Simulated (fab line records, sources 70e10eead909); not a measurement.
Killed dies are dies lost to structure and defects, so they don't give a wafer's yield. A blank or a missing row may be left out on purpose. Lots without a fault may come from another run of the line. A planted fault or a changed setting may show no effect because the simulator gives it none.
Which tool did it? | flow nand_harc | 6 lots, 18 wafers sampled, at 2 steps of a route of 1302

WHAT THE GAUGES READ, wafer by wafer
NHARC_A_CONTACT_CD_MEAS_42: target cd 300 nm.
lot  | measured     | on        | cd_nm (nm)
L292 | day 21 19:29 | cd_sem-03 | 300.4 300.1 300.3
L295 | day 22 10:46 | cd_sem-01 | 300.5 299.5 299.6
L297 | day 23 02:53 | cd_sem-01 | 300.1 300.9 301.3
L301 | day 25 13:06 | cd_sem-02 | 300.3 300.1 300.2
L307 | day 28 05:41 | cd_sem-01 | 298.9 301.0 299.6
L313 | day 31 17:46 | cd_sem-01 | 300.2 300.3 300.4

WHICH TOOL RAN EACH LOT (tool, then ch and the chambers of the sampled wafers, then the start)
lot  | NHARC_A_WL_FILL_CMP_12
L292 | cmp-01 ch 0,2, day 21 13:21
L295 | cmp-01 ch 0,1,2, day 22 04:20
L297 | cmp-02 ch 1,2,3, day 22 17:04
L301 | cmp-04 ch 1,2, day 25 06:50
L307 | cmp-02 ch 0,2, day 27 22:10
L313 | cmp-01 ch 1,2,3, day 31 11:41
- NHARC_A_WL_FILL_CMP_12: polishes, t overpolish 30 s, target thk 100 nm.

THE ANSWER, worked out from the rows above alone
Rule: what is usual is taken from the lots themselves. Put in order of their means at a reading, lots are off if they are a third of the lots or fewer, leave a main group of 4 or more, and stand apart from it by a gap of 3 or more times the standard deviation of the main group's means; of several such gaps the widest counts. A main group whose means are all the same, to the digits that the tables above print for the reading, isn't used. A lot without any number at a reading at which 4 lots or more have one is off too. The other lots that the step has rows for count as sound.
No lot is off at any reading shown: from this, nothing can be told.

WHAT THE SIMULATOR HAD PUT IN
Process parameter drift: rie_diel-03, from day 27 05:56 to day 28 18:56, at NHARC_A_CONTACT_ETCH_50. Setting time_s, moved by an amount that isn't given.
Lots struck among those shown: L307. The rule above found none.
